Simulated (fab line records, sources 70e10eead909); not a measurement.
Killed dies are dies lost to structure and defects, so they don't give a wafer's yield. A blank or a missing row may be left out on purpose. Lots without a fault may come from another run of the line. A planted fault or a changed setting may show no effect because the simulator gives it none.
fab line records | flow nand_harc
record lots=24 wafers=72 last_day=33
route steps=1302 shown P_M1@297 P_M2@329 P_BONDPAD@371
lots that met no fault: from a run of the same line without faults
start_h: hours from the record's first day to the start of the lot's first wafer shown | wait_h: hours since the lot's step before | " the same as in the row above | L1.1+2: a row that stands for several wafers | - no value, or no start given | * or withheld: withheld | < > ~ a bound
route shown NAME@n: a module of which the file shows steps, and the number in the route of the first | usual: mean/standard deviation of fault-free wafers | same: alike in all rows | chamber/n: place in a boat | sites: the reading at each site | _std_site: their standard deviation | _edge_site: outer sites' mean less inner sites' | radius_mm: how far each site lies from the wafer's centre | mask NAME#n: copy n | behind: the tool/chamber that last shaped the wafer | hold: why the lot was held/for how many hours/how that ended | device: the transistor (n, p or np) that didn't switch | end of line: the same wafers' tests at the end of the route | a step without rows: its recipe alone | killed: dies lost to structure and defects at the first sort, not the wafer's yield | map: a wafer's dies, x killed, . not, _ none there
set.NAME: the setting as run; set.NAME@STEP: as run at that earlier step | model.NAME: the simulator's own value behind a step, which no gauge read
steps of the route over a sample of lots; a table a step, a row a wafer
services: from which hour (start_h, from the record's first day; less than 0 if before it) a tool's chamber was out of use, for how many hours, and why
## steps
# step NHARC_P_M1_INSPECT_11
# usual raw_defect_count=4.3/2.7
# columns lot.wafer tool chamber start_h wait_h raw_defect_count
L074.2 defect_inspect-01 - 124.88 0.0 1
L074.3 " - " " 3
L074.6 " - " " 3
L075.2 defect_inspect-02 - 129.57 0.0 6
L075.4 " - " " 4
L075.5 " - " " 8
L076.2 defect_inspect-02 - 148.33 0.0 1
L076.5 " - " " 3
L076.6 " - " " 2
L077.3 defect_inspect-02 - 152.17 0.0 3
L077.4 " - " " 6
L077.5 " - " " 2
L078.1 defect_inspect-02 - 166.14 0.0 1
L078.2 " - " " 1
L078.4 " - " " 0
L079.2 defect_inspect-01 - 170.87 0.0 4
L079.3 " - " " 1
L079.5 " - " " 4
L080.3 defect_inspect-02 - 188.76 0.0 3
L080.5 " - " " 3
L080.6 " - " " 7
L081.1 defect_inspect-02 - 196.82 0.0 7
L081.3 " - " " 3
L081.5 " - " " 2
L082.4 defect_inspect-02 - 210.77 0.0 8
L082.5 " - " " 7
L082.6 " - " " 8
L083.2 defect_inspect-02 - 220.11 0.0 6
L083.5 " - " " 5
L083.6 " - " " 5
L085.3 defect_inspect-01 - 232.51 0.0 3
L085.4 " - " " 2
L085.5 " - " " 3
L084.4 defect_inspect-02 - 233.18 0.0 6
L084.5 " - " " 2
L084.6 " - " " 1
L086.2 defect_inspect-01 - 246.43 0.0 5
L086.5 " - " " 4
L086.6 " - " " 4
L087.2 defect_inspect-02 - 256.29 0.0 3
L087.3 " - " " 4
L087.4 " - " " 6
L089.3 defect_inspect-02 - 271.35 0.0 6
L089.5 " - " " 4
L089.6 " - " " 2
L088.2 defect_inspect-01 - 272.33 0.0 7
L088.4 " - " " 2
L088.5 " - " " 4
L090.1 defect_inspect-02 - 288.28 0.0 8
L090.2 " - " " 9
L090.3 " - " " 7
L091.2 defect_inspect-02 - 296.23 0.0 6
L091.3 " - " " 5
L091.4 " - " " 5
L092.1 defect_inspect-01 - 302.90 0.0 1
L092.2 " - " " 4
L092.5 " - " " 2
L093.2 defect_inspect-01 - 316.49 0.0 13
L093.3 " - " " 10
L093.4 " - " " 6
L094.2 defect_inspect-01 - 327.33 0.0 3
L094.4 " - " " 2
L094.5 " - " " 5
L095.1 defect_inspect-01 - 335.77 0.0 2
L095.2 " - " " 4
L095.4 " - " " 4
L096.1 defect_inspect-02 - 348.54 0.0 3
L096.3 " - " " 1
L096.6 " - " " 4
L097.1 defect_inspect-02 - 361.80 0.0 1
L097.2 " - " " 2
L097.5 " - " " 2
# step NHARC_P_M1_PRE_CLEAN_30
# recipe time_s=30 temp_c=280 gas=H2/He
# usual heater_power_w=418/39
# columns lot.wafer tool chamber start_h wait_h heater_power_w
L074.2 pvd_sputter-01 - - - 404
L074.3 " - " " 494
L074.6 " - " " 428
L075.4 pvd_sputter-03 - - - 368
L075.2 " - " " 465
L075.5 " - " " 387
L076.2 pvd_sputter-02 - - - 421
L076.6 " - " " 415
L076.5 " - " " 386
L077.3 pvd_sputter-01 - - - 467
L077.4 " - " " 409
L077.5 " - " " 394
L078.1 pvd_sputter-01 - - - 493
L078.2 " - " " 411
L078.4 " - " " 427
L079.2 pvd_sputter-01 - - - 477
L079.3 " - " " 433
L079.5 " - " " 412
L080.3 pvd_sputter-03 - - - 376
L080.5 " - " " 453
L080.6 " - " " 377
L081.3 pvd_sputter-01 - - - 473
L081.1 " - " " 403
L081.5 " - " " 432
L082.4 pvd_sputter-03 - - - 458
L082.6 " - " " 371
L082.5 " - " " 495
L083.2 pvd_sputter-02 - - - 375
L083.6 " - " " 402
L083.5 " - " " 427
L085.3 pvd_sputter-01 - - - 433
L085.4 " - " " 471
L085.5 " - " " 426
L084.4 pvd_sputter-03 - - - 491
L084.6 " - " " 369
L084.5 " - " " 367
L086.2 pvd_sputter-03 - - - 452
L086.5 " - " " 488
L086.6 " - " " 460
L087.2 pvd_sputter-01 - - - 405
L087.4 " - " " 404
L087.3 " - " " 416
L089.3 pvd_sputter-03 - - - 505
L089.6 " - " " 368
L089.5 " - " " 503
L088.4 pvd_sputter-02 - - - 373
L088.2 " - " " 399
L088.5 " - " " 384
L090.2 pvd_sputter-03 - - - 367
L090.1 " - " " 451
L090.3 " - " " 383
L091.3 pvd_sputter-01 - - - 410
L091.2 " - " " 413
L091.4 " - " " 466
L092.1 pvd_sputter-01 - - - 416
L092.2 " - " " 420
L092.5 " - " " 459
L093.4 pvd_sputter-03 - - - 435
L093.2 " - " " 373
L093.3 " - " " 495
L094.4 pvd_sputter-02 - - - 355
L094.2 " - " " 382
L094.5 " - " " 364
L095.2 pvd_sputter-01 - - - 458
L095.1 " - " " 402
L095.4 " - " " 408
L096.3 pvd_sputter-02 - - - 423
L096.1 " - " " 386
L096.6 " - " " 407
L097.1 pvd_sputter-01 - - - 461
L097.2 " - " " 425
L097.5 " - " " 458
# step NHARC_P_M1_ANNEAL_31
# recipe temp_c=225 time_s=90
# usual wafer_temp_C_max=226.2/0.49
# columns lot.wafer tool chamber start_h wait_h wafer_temp_C_max
L074.2 rtp_anneal-02 0 126.76 - 226.6
L074.3 " 0 " " 225.4
L074.6 " 0 " " 226.0
L075.2 rtp_anneal-02 0 131.51 0.3 226.2
L075.4 " 0 " " 225.8
L075.5 " 0 " " 226.2
L076.2 rtp_anneal-01 0 150.24 0.3 226.2
L076.5 " 0 " " 226.4
L076.6 " 0 " " 227.2
L077.3 rtp_anneal-02 0 154.09 - 226.3
L077.4 " 0 " " 225.7
L077.5 " 0 " " 225.6
L078.1 rtp_anneal-02 0 167.96 - 225.8
L078.2 " 0 " " 225.7
L078.4 " 0 " " 225.7
L079.2 rtp_anneal-01 0 172.82 0.3 226.9
L079.3 " 0 " " 226.6
L079.5 " 0 " " 227.0
L080.3 rtp_anneal-01 0 190.68 - 226.4
L080.5 " 0 " " 226.3
L080.6 " 0 " " 226.4
L081.1 rtp_anneal-02 0 198.65 0.3 225.6
L081.3 " 0 " " 226.3
L081.5 " 0 " " 225.8
L082.4 rtp_anneal-01 0 212.85 - 226.7
L082.5 " 0 " " 227.5
L082.6 " 0 " " 227.2
L083.2 rtp_anneal-02 0 222.02 - 226.3
L083.5 " 0 " " 226.0
L083.6 " 0 " " 226.0
L085.3 rtp_anneal-01 0 234.72 - 226.7
L085.4 " 0 " " 226.5
L085.5 " 0 " " 226.2
L084.4 rtp_anneal-02 0 235.26 0.4 226.0
L084.5 " 0 " " 225.9
L084.6 " 0 " " 225.9
L086.2 rtp_anneal-02 0 248.56 0.3 225.7
L086.5 " 0 " " 225.9
L086.6 " 0 " " 225.7
L087.2 rtp_anneal-01 0 258.23 0.3 226.7
L087.3 " 0 " " 227.4
L087.4 " 0 " " 226.6
L089.3 rtp_anneal-02 0 273.48 0.3 225.7
L089.5 " 0 " " 225.7
L089.6 " 0 " " 225.5
L088.2 rtp_anneal-02 0 274.20 0.4 225.9
L088.4 " 0 " " 225.6
L088.5 " 0 " " 225.8
L090.1 rtp_anneal-02 0 290.10 0.3 225.7
L090.2 " 0 " " 225.8
L090.3 " 0 " " 225.8
L091.2 rtp_anneal-02 0 298.19 - 225.7
L091.3 " 0 " " 225.8
L091.4 " 0 " " 225.6
L092.1 rtp_anneal-02 0 304.78 0.3 225.6
L092.2 " 0 " " 225.7
L092.5 " 0 " " 226.0
L093.2 rtp_anneal-02 0 318.40 0.4 226.1
L093.3 " 0 " " 225.9
L093.4 " 0 " " 225.9
L094.2 rtp_anneal-01 0 329.24 0.4 226.9
L094.4 " 0 " " 226.8
L094.5 " 0 " " 226.4
L095.1 rtp_anneal-01 0 337.98 0.3 226.4
L095.2 " 0 " " 226.5
L095.4 " 0 " " 226.5
L096.1 rtp_anneal-01 0 350.42 0.3 227.4
L096.3 " 0 " " 226.7
L096.6 " 0 " " 226.2
L097.1 rtp_anneal-02 0 363.62 - 225.5
L097.2 " 0 " " 225.5
L097.5 " 0 " " 225.8
# step NHARC_P_M1_CMP_23
# recipe t_overpolish_s=20 target_thk_nm=157.82
# usual motor_current_A=11.3/1 time_to_endpoint_s=29.1/2.3
# columns lot.wafer tool chamber start_h wait_h motor_current_A time_to_endpoint_s
L074.3 cmp-03 1 127.11 - 12.2 30.1
L074.2 " 2 " " 11.0 32.5
L074.6 " 0 " " 12.0 32.6
L075.4 cmp-01 3 131.84 - 10.3 26.6
L075.2 " 1 " " 10.3 26.4
L075.5 " 3 " " 10.4 28.5
L076.2 cmp-01 0 150.59 - 9.9 29.2
L076.6 " 2 " " 11.6 33.4
L076.5 " 3 " " 10.2 31.4
L077.3 cmp-01 2 154.33 - 11.8 31.0
L077.4 " 1 " " 10.2 26.5
L077.5 " 3 " " 10.4 33.7
L078.1 cmp-02 0 168.30 - 13.1 29.5
L078.2 " 1 " " 11.9 30.4
L078.4 " 2 " " 10.4 26.9
L079.3 cmp-03 3 173.11 - 12.1 28.8
L079.2 " 2 " " 11.4 28.9
L079.5 " 3 " " 11.4 28.4
L080.3 cmp-01 0 191.00 - 9.5 27.9
L080.5 " 1 " " 10.6 28.6
L080.6 " 2 " " 11.3 30.6
L081.1 cmp-01 0 199.02 - 10.2 32.4
L081.3 " 1 " " 11.1 29.0
L081.5 " 3 " " 10.8 32.4
L082.4 cmp-02 2 213.04 - 10.8 27.7
L082.5 " 2 " " 10.4 26.1
L082.6 " 3 " " 13.1 26.7
L083.2 cmp-03 3 222.37 - 11.6 33.5
L083.6 " 1 " " 11.4 34.6
L083.5 " 2 " " 11.6 33.1
L085.4 cmp-01 0 234.96 - 10.3 31.8
L085.3 " 2 " " 11.4 27.8
L085.5 " 1 " " 10.6 28.5
L084.4 cmp-03 2 235.45 - 11.5 28.9
L084.6 " 2 " " 10.7 30.9
L084.5 " 3 " " 11.6 28.9
L086.2 cmp-02 1 248.91 - 12.5 26.4
L086.6 " 3 " " 12.7 27.0
L086.5 " 0 " " 12.2 28.9
L087.4 cmp-01 1 258.53 - 10.3 30.1
L087.3 " 3 " " 10.3 29.0
L087.2 " 0 " " 9.8 28.6
L089.3 cmp-02 1 273.75 - 12.8 25.7
L089.5 " 0 " " 12.3 24.6
L089.6 " 1 " " 12.3 29.5
L088.2 cmp-01 2 274.52 - 11.9 29.3
L088.4 " 0 " " 10.1 30.2
L088.5 " 1 " " 10.2 27.9
L090.1 cmp-03 1 290.44 - 11.5 28.0
L090.3 " 2 " " 10.8 29.3
L090.2 " 3 " " 11.9 26.9
L091.2 cmp-02 1 298.51 - 12.2 29.5
L091.4 " 2 " " 10.0 28.3
L091.3 " 3 " " 13.3 27.2
L092.1 cmp-01 0 305.15 - 10.3 30.1
L092.2 " 1 " " 10.6 28.9
L092.5 " 0 " " 10.4 28.1
L093.4 cmp-03 0 318.72 - 12.5 28.3
L093.2 " 1 " " 12.0 28.6
L093.3 " 3 " " 11.3 25.9
L094.2 cmp-02 0 329.59 - 13.0 29.1
L094.4 " 1 " " 12.5 29.1
L094.5 " 2 " " 10.4 28.5
L095.1 cmp-01 0 338.33 - 10.3 25.5
L095.4 " 1 " " 10.4 25.8
L095.2 " 3 " " 10.6 26.1
L096.1 cmp-02 1 350.76 - 12.3 30.0
L096.3 " 3 " " 13.5 30.6
L096.6 " 2 " " 11.3 29.2
L097.2 cmp-01 3 363.96 - 10.9 26.7
L097.1 " 0 " " 9.8 25.3
L097.5 " 0 " " 9.6 26.8
# step NHARC_P_M2_OVL_MEAS_10
# recipe pitch_nm=340
# usual overlay_x_nm=0.1/0.55 overlay_y_nm=-0.1/0.93
# columns lot.wafer tool chamber start_h wait_h overlay_x_nm overlay_y_nm
L074.2 overlay-01 - 129.01 - 0.1 -1.3
L074.3 " - " " -0.2 -1.5
L074.6 " - " " -0.5 -0.7
L075.2 overlay-01 - 133.65 - -0.7 0.1
L075.4 " - " " -0.3 0.0
L075.5 " - " " 0.1 -0.3
L076.2 overlay-02 - 152.36 - -0.1 -1.6
L076.5 " - " " -0.3 -1.0
L076.6 " - " " -0.3 -1.4
L077.3 overlay-02 - 156.16 - 0.4 0.2
L077.4 " - " " 0.0 0.0
L077.5 " - " " 0.1 -0.2
L078.1 overlay-01 - 170.27 - 0.8 -1.1
L078.2 " - " " 0.7 -1.0
L078.4 " - " " 0.2 -0.8
L079.2 overlay-01 - 175.10 - -1.2 -0.2
L079.3 " - " " -0.3 -0.4
L079.5 " - " " -0.9 0.6
L080.3 overlay-01 - 192.78 - 0.1 2.1
L080.5 " - " " 0.1 2.8
L080.6 " - " " 0.1 1.7
L081.1 overlay-02 - 200.95 - 0.0 -0.1
L081.3 " - " " 0.3 -0.2
L081.5 " - " " 0.4 0.1
L082.4 overlay-02 - 215.01 - 0.5 -1.1
L082.5 " - " " -0.2 -0.8
L082.6 " - " " 0.2 -1.0
L083.2 overlay-02 - 224.29 - -0.1 -1.3
L083.5 " - " " -1.1 -0.8
L083.6 " - " " -0.9 -0.2
L085.3 overlay-02 - 237.12 - 0.1 -0.2
L085.4 " - " " 0.0 0.1
L085.5 " - " " 0.0 0.2
L084.4 overlay-02 - 237.39 - 1.6 -0.5
L084.5 " - " " 0.3 -0.7
L084.6 " - " " 0.8 0.0
L086.2 overlay-02 - 250.68 - -0.2 0.1
L086.5 " - " " -0.2 0.0
L086.6 " - " " -0.3 -0.2
L087.2 overlay-01 - 260.49 - -0.4 -0.9
L087.3 " - " " 0.4 -1.1
L087.4 " - " " 0.4 -1.1
L089.3 overlay-02 - 275.66 - -0.8 0.3
L089.5 " - " " -0.2 1.0
L089.6 " - " " -0.8 0.3
L088.2 overlay-02 - 276.84 - 0.0 -0.1
L088.4 " - " " -0.5 -0.2
L088.5 " - " " 0.0 -0.4
L090.1 overlay-02 - 292.28 - 0.5 -0.1
L090.2 " - " " 0.3 -0.2
L090.3 " - " " 0.4 -0.2
L091.2 overlay-01 - 300.47 - 0.1 -0.7
L091.3 " - " " 0.4 0.3
L091.4 " - " " 0.7 -0.2
L092.1 overlay-01 - 307.08 - 0.4 0.6
L092.2 " - " " 0.1 0.2
L092.5 " - " " 0.0 1.0
L093.2 overlay-01 - 320.55 - 0.4 -0.4
L093.3 " - " " 0.4 -0.1
L093.4 " - " " 0.2 0.0
L094.2 overlay-02 - 331.49 - 0.5 -0.6
L094.4 " - " " 0.2 -0.4
L094.5 " - " " 0.8 -0.2
L095.1 overlay-02 - 340.18 - 0.1 2.0
L095.2 " - " " -0.2 2.1
L095.4 " - " " 0.1 2.5
L096.1 overlay-01 - 352.59 - -0.6 -0.4
L096.3 " - " " 0.2 -0.6
L096.6 " - " " -0.9 -0.7
L097.1 overlay-01 - 366.98 - 0.4 0.4
L097.2 " - " " 0.8 0.4
L097.5 " - " " 0.6 0.4
# step NHARC_P_BONDPAD_STRIP_15
# recipe o2_flow_sccm=500 ar_flow_sccm=0 bias_w=0 chemistry=O2
# usual drypump_motor_current_A=5.7/0.41 o2_flow_sccm=500.1/1.5 oes_product_au=0.999/0.0076 rf_vpp_V=57.7/0.87 showerhead_plenum_p_Torr=3.48/0.1 throttle_valve_pct=17.036/0.0091
# same bias_w=0
# columns lot.wafer tool chamber start_h wait_h drypump_motor_current_A o2_flow_sccm oes_product_au rf_hours_counter_h rf_vpp_V showerhead_plenum_p_Torr throttle_valve_pct
L074.3 rie_diel-08 2 134.06 0.1 5.3 504.2 1.010 6.5 57.5 3.53 17.052
L074.2 " 3 " " 5.7 498.3 1.007 6.7 58.9 3.64 17.031
L074.6 " 2 " " 5.3 502.9 1.005 - 57.5 3.53 17.029
L075.2 rie_diel-08 0 139.44 0.1 6.0 500.5 0.999 6.4 56.8 3.51 17.044
L075.4 " 1 " " 5.1 499.9 0.989 5.4 57.4 3.45 17.052
L075.5 " 2 " " 5.3 500.1 0.987 - 57.8 3.53 17.037
L076.2 rie_diel-13 2 157.47 0.1 5.5 501.0 1.009 7.8 58.5 3.39 17.033
L076.5 " 0 " " 5.6 499.7 1.001 - 55.4 3.43 17.029
L076.6 " 1 " " 6.7 498.7 0.996 - 56.3 3.66 17.039
L077.4 rie_diel-08 2 161.14 0.1 5.2 499.8 0.991 8.8 58.0 3.52 17.024
L077.3 " 0 " " 6.0 498.7 0.995 8.3 58.8 3.51 17.050
L077.5 " 3 " " 5.7 497.9 0.987 - 58.0 3.64 17.037
L078.2 rie_diel-13 1 175.21 0.1 6.7 499.7 0.986 0.1 58.5 3.66 17.041
L078.1 " 2 " " 5.5 500.4 1.004 0.1 56.8 3.39 17.037
L078.4 " 3 " " 5.9 502.4 0.990 0.0 57.2 3.51 17.037
L079.2 rie_diel-08 1 180.15 0.1 5.1 500.5 1.005 7.3 58.7 3.45 17.024
L079.3 " 2 " " 5.3 499.6 0.990 9.2 58.3 3.52 17.039
L079.5 " 3 " " 5.7 503.3 1.008 - 57.3 3.64 17.044
L080.3 rie_diel-13 2 197.80 0.1 5.5 500.3 1.000 0.7 56.8 3.39 17.044
L080.5 " 1 " " 6.6 499.7 1.003 - 57.6 3.66 17.052
L080.6 " 2 " " 5.5 498.7 1.001 - 56.3 3.39 17.028
L081.3 rie_diel-13 3 206.11 0.1 6.0 501.4 0.999 1.5 57.7 3.51 17.030
L081.1 " 0 " " 5.6 499.3 1.014 1.8 56.3 3.43 17.033
L081.5 " 1 " " 6.7 499.6 1.001 - 58.7 3.66 17.040
L082.4 rie_diel-08 0 219.93 0.1 6.0 497.8 1.013 0.9 58.0 3.51 17.045
L082.5 " 0 " " 6.0 498.6 1.015 - 56.8 3.51 17.020
L082.6 " 1 " " 5.1 500.6 1.006 - 57.7 3.45 17.025
L083.2 rie_diel-08 2 229.37 0.1 5.3 502.0 0.996 1.4 55.9 3.52 17.037
L083.6 " 1 " " 5.1 501.2 0.990 - 57.5 3.45 17.044
L083.5 " 2 " " 5.2 499.3 0.998 - 58.2 3.52 17.032
L085.3 rie_diel-11 2 242.53 0.1 5.4 501.5 0.994 5.1 56.0 3.34 17.048
L085.4 " 3 " " 5.4 499.6 0.998 5.3 57.7 3.49 17.027
L085.5 " 1 " " 6.1 500.7 1.010 - 58.9 3.38 17.033
L084.4 rie_diel-13 1 242.70 0.1 6.6 496.9 0.999 2.7 57.9 3.66 17.034
L084.6 " 3 " " 5.9 502.2 0.983 - 58.0 3.51 17.029
L084.5 " 0 " " 5.6 499.3 0.998 - 57.5 3.43 17.060
L086.2 rie_diel-13 3 255.73 0.1 5.9 500.5 0.997 3.5 58.7 3.51 17.032
L086.6 " 3 " " 5.9 502.9 1.009 - 58.7 3.51 17.023
L086.5 " 0 " " 5.6 499.7 1.005 - 57.9 3.43 17.050
L087.4 rie_diel-08 0 265.57 0.1 6.0 498.7 1.004 4.3 58.7 3.50 17.034
L087.2 " 1 " " 5.1 499.5 1.003 3.4 58.9 3.45 17.034
L087.3 " 3 " " 5.7 501.5 1.007 4.5 59.4 3.64 17.044
L089.3 rie_diel-08 1 280.91 0.1 5.1 501.1 0.993 4.6 57.6 3.45 17.039
L089.6 " 2 " " 5.3 499.4 0.991 - 58.6 3.52 17.036
L089.5 " 3 " " 5.7 499.4 0.997 - 57.2 3.64 17.035
L088.4 rie_diel-11 1 281.90 0.1 6.1 499.7 0.991 0.4 57.5 3.38 17.048
L088.2 " 2 " " 5.4 499.3 1.009 0.5 57.1 3.34 17.039
L088.5 " 1 " " 6.1 500.8 0.999 - 57.2 3.38 17.028
L090.3 rie_diel-11 3 297.22 0.1 5.5 498.4 0.995 0.8 57.7 3.49 17.019
L090.1 " 0 " " 5.8 501.1 0.997 0.8 57.0 3.35 17.035
L090.2 " 1 " " 6.1 500.6 1.000 0.7 57.9 3.38 17.049
L091.2 rie_diel-13 2 305.54 0.1 5.5 496.2 1.005 7.4 56.7 3.38 17.039
L091.3 " 3 " " 5.9 500.5 0.993 7.2 58.5 3.51 17.035
L091.4 " 0 " " 5.6 501.0 0.997 7.0 57.3 3.42 17.047
L092.2 rie_diel-11 1 312.18 0.1 6.1 501.3 0.985 1.0 56.9 3.38 17.028
L092.1 " 2 " " 5.4 501.4 1.002 1.0 57.1 3.34 17.024
L092.5 " 0 " " 5.8 502.0 0.991 - 57.6 3.35 17.023
L093.3 rie_diel-11 1 325.61 0.1 6.1 497.6 0.994 1.2 57.1 3.38 17.041
L093.2 " 2 " " 5.4 499.1 1.014 1.2 58.1 3.34 17.020
L093.4 " 0 " " 5.9 499.9 1.001 1.3 58.3 3.35 17.025
L094.2 rie_diel-11 1 336.40 0.1 6.1 498.8 0.995 1.8 58.3 3.38 17.038
L094.4 " 0 " " 5.8 495.5 0.997 1.8 56.7 3.35 17.031
L094.5 " 1 " " 6.1 498.6 1.000 - 58.7 3.38 17.029
L095.2 rie_diel-08 3 345.25 0.1 5.7 500.7 0.992 8.5 58.9 3.64 17.034
L095.4 " 0 " " 6.0 497.7 1.010 7.8 57.4 3.50 17.043
L095.1 " 1 " " 5.1 498.4 0.992 6.8 57.7 3.45 17.043
L096.1 rie_diel-11 3 357.67 0.1 5.4 499.9 1.003 2.3 56.8 3.49 17.039
L096.3 " 1 " " 6.1 500.8 0.993 2.4 57.4 3.38 17.040
L096.6 " 0 " " 5.9 499.0 0.996 - 57.7 3.35 17.023
L097.1 rie_diel-13 3 372.05 0.1 5.9 501.5 0.973 1.6 58.1 3.51 17.042
L097.2 " 1 " " 6.6 498.2 1.002 1.9 57.8 3.65 17.026
L097.5 " 0 " " 5.6 501.1 0.998 - 57.4 3.42 17.023
## services
# columns tool chamber start_h hours kind
rie_diel-11 - 111.26 0.2 repair
cmp-02 - 134.50 4.0 pm
rie_diel-13 2 134.50 3.9 repair
rie_diel-13 - 141.26 5.3 repair
cmp-01 - 150.84 0.7 repair
pvd_sputter-03 - 160.50 3.6 repair
rie_diel-13 - 165.00 9.0 pm
pvd_sputter-03 - 170.00 10.0 pm
rie_diel-08 0 179.80 2.6 repair
pvd_sputter-03 - 181.10 6.1 repair
cmp-01 - 183.14 2.4 repair
cmp-01 - 185.65 4.0 pm
rie_diel-08 - 190.80 9.0 pm
pvd_sputter-01 - 234.74 10.0 pm
cmp-01 - 237.47 2.4 repair
pvd_sputter-01 - 247.48 7.4 repair
cmp-01 - 283.78 4.0 pm
cmp-01 - 295.48 1.1 repair
rie_diel-08 2 335.88 5.3 repair
rie_diel-13 - 342.00 9.0 pm
pvd_sputter-03 - 344.74 35.2 repair
rie_diel-08 0 356.13 5.0 repair
rie_diel-08 - 367.80 9.0 pm
rtp_anneal-01 - 372.00 12.0 pm
## key
fault none
